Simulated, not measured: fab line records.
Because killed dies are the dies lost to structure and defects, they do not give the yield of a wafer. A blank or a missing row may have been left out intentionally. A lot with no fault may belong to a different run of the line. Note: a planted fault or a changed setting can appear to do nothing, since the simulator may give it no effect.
A lot that was struck, set against a sound lot ; flow nand_harc ; 38 steps out of a route of 1302
Sound: these wafers, L347.3, L347.4, L347.6. Struck: wafer L339.3 (L339.1, L339.6, from the same lot, were not struck and are left out); the cause is given at the end.
Per side, at each step with rows, come the tool, then ch with its chambers, and then its first start. Under that, the readings that differ: sound wafers ; struck wafers ; difference of the means ; sigmas: that difference in standard deviations of wafers without a fault.
alike: a reading whose means differ by less than 2 such deviations, as well as words and numbers matching on both sides. not compared: withheld readings; readings where some wafer has no value; bounds like >300 that might hide an equal value; numbers whose values overlap and for which the record gives no deviation.
The two part at a step that has a row with sigmas, a row that says differs or no value, or rows on one side only. Numbers that don't overlap but have no deviation are shown without sigmas and don't part them. Lack of a reading on every wafer of one side parts them only where that side has two or more wafers.

first, 10 steps without rows for these wafers: NHARC_A_CHANNEL_HOLE_D1_DEP_00 (deposits aC, target thk 3100 nm); NHARC_A_CHANNEL_HOLE_D1_DEP_01 (deposits SiON, target thk 140 nm); NHARC_A_CHANNEL_HOLE_D1_DEHYDRATE_02 (time 120 s); NHARC_A_CHANNEL_HOLE_D1_HMDS_03 (time 30 s); NHARC_A_CHANNEL_HOLE_D1_COAT_36 (time 75 s); NHARC_A_CHANNEL_HOLE_D1_COAT_37 (time 65 s); NHARC_A_CHANNEL_HOLE_D1_COAT_04 (resist thk 90 nm); NHARC_A_CHANNEL_HOLE_D1_SOFTBAKE_05 (time 55 s); NHARC_A_CHANNEL_HOLE_D1_EBR_06; NHARC_A_CHANNEL_HOLE_D1_EXPOSE_07 (exposes mask HOLE D1, target cd 100 nm).
NHARC_A_CHANNEL_HOLE_D1_PEB_08: peb time 65 s.
  sound on litho_track-06 ch 0, day 17 14:31; struck on litho_track-01 ch 0, day 14 16:55
then, 1 step without rows for these wafers: NHARC_A_CHANNEL_HOLE_D1_DEVELOP_09 (develop time 35 s).
NHARC_A_CHANNEL_HOLE_D1_CD_MEAS_10 targets a cd of 100 nm.
  sound on cd_sem-01 ch 0, day 17 14:36; struck on cd_sem-03 ch 0, day 14 17:00
reading;sound;struck;difference;sigmas
cd_nm (nm);100.3 100.7 100.9;107.4;+6.8;+15
NHARC_A_CHANNEL_HOLE_D1_DESCUM_15: chemistry O2, time 3 s.
  sound on rie_diel-03 ch 0,2,3, day 17 14:48; struck on rie_diel-09 ch 3, day 14 17:11
reading;sound;struck;difference;sigmas
oes_product_au (a.u.);0.998 0.990 0.989;1.008;+0.016;+2
model.A_CHANNEL_HOLE_D1.cd_nm (nm);100.9 100.5 101.1;106.7;+5.9;
  alike: chamber_pressure_mTorr, drypump_motor_current_A, rf_vpp_V, showerhead_plenum_p_Torr, throttle_valve_pct
  not compared: rf_hours_counter_h
then, 4 steps without rows for these wafers: NHARC_A_CHANNEL_HOLE_D1_ETCH_38 (etches the open film in CF4, target depth 39 nm, time 65 s); NHARC_A_CHANNEL_HOLE_D1_ETCH_39 (etches the open film in N2/H2, target depth 260 nm, time 325 s); NHARC_A_CHANNEL_HOLE_D1_ETCH_34 (etches the open film in CF4/CHF3, target depth 154 nm, time 77 s); NHARC_A_CHANNEL_HOLE_D1_ETCH_16 (etches the open film in O2/COS, target depth 3100 nm, time 806 s).
NHARC_A_CHANNEL_HOLE_D1_CD_MEAS_18:
  sound: cd_sem-02 at day 17 15:53; struck: cd_sem-02 at day 14 18:17
reading;sound;struck;difference;sigmas
cd_nm (nm);100.4 97.5 98.9;106.6;+7.7;+6
then, 12 steps without rows for these wafers: NHARC_A_CHANNEL_HOLE_D1_ETCH_19 (etches the open film in C4F8/O2/Ar, time 34.5 s); NHARC_A_CHANNEL_HOLE_D1_ETCH_20 (etches the open film in C4F8/O2/Ar, time 361.9 s, target depth 1600 nm); NHARC_A_CHANNEL_HOLE_D1_ETCH_21 (etches the open film in C4F8/O2/Ar, time 514.3 s, target depth 1600 nm); NHARC_A_CHANNEL_HOLE_D1_ETCH_22 (etches the open film in C4F8/O2/Ar, time 666.7 s, target depth 1600 nm); NHARC_A_CHANNEL_HOLE_D1_ETCH_23 (etches the open film in C4F8/O2/Ar, time 819 s, target depth 1600 nm); NHARC_A_CHANNEL_HOLE_D1_ETCH_24 (etches the open film in C4F8/O2/Ar, time 906.2 s, target depth 1500 nm); NHARC_A_CHANNEL_HOLE_D1_ETCH_25 (etches the open film in C4F8/O2/Ar, time 1040.2 s, target depth 1500 nm); NHARC_A_CHANNEL_HOLE_D1_ETCH_26 (etches the open film in C4F8/O2/Ar, time 224.1 s, target depth 300 nm); NHARC_A_CHANNEL_HOLE_D1_ETCH_33 (etches the open film in C4F8/O2/Ar, time 90 s, target depth 400 nm); NHARC_A_CHANNEL_HOLE_D1_STRIP_41 (strips in N2/H2); NHARC_A_CHANNEL_HOLE_D1_STRIP_42 (strips in CF4/CHF3); NHARC_A_CHANNEL_HOLE_D1_STRIP_43 (strips in O2/COS).
NHARC_A_CHANNEL_HOLE_D1_ETCH_44: etches the open film in CF4/O2, target depth 140 nm, overetch 14 nm, time 77 s.
  sound on rie_diel-03 ch 0,1,3, day 17 20:41; struck on rie_diel-01 ch 3, day 14 23:07
reading;sound;struck;difference;sigmas
drypump_motor_current_A (A);4.8 6.0 5.7;6.8;+1.3;+3
model.A_CHANNEL_HOLE_D1.cd_nm (nm);90.34 89.86 91.41;98.72;+8.18;
  alike: chamber_pressure_mTorr, oes_product_au, rf_vpp_V, showerhead_plenum_p_Torr, throttle_valve_pct
  not compared: rf_hours_counter_h
then, 3 steps without rows for these wafers: NHARC_A_CHANNEL_HOLE_D1_STRIP_27 (strips in O2); NHARC_A_CHANNEL_HOLE_D1_PRECLEAN_28 (cleans in SC1); NHARC_A_CHANNEL_HOLE_D1_SRD_29.
NHARC_A_CHANNEL_HOLE_D1_CD_MEAS_30:
  sound: cd_sem-03 at day 17 21:30; struck: cd_sem-02 at day 14 23:54
reading;sound;struck;difference;sigmas
cd_nm (nm);90.3 89.7 91.3;98.4;+8.0;+9
NHARC_A_CHANNEL_HOLE_D1_XSEM_31:
  sound on xsem-01 ch 0, day 17 21:35; struck on xsem-01 ch 0, day 14 23:59
reading;sound;struck;difference;sigmas
bot_cd_nm (nm);74.7 74.8 76.2;83.9;+8.7;+8
  alike: bow_nm, tilt_deg
after that, 1 step had no rows for these wafers: NHARC_END_SORT_01.

## WHERE THEY PART
Earliest at NHARC_A_CHANNEL_HOLE_D1_CD_MEAS_10; latest, in this record, at NHARC_A_CHANNEL_HOLE_D1_XSEM_31.

WHY: the cause the simulator had injected
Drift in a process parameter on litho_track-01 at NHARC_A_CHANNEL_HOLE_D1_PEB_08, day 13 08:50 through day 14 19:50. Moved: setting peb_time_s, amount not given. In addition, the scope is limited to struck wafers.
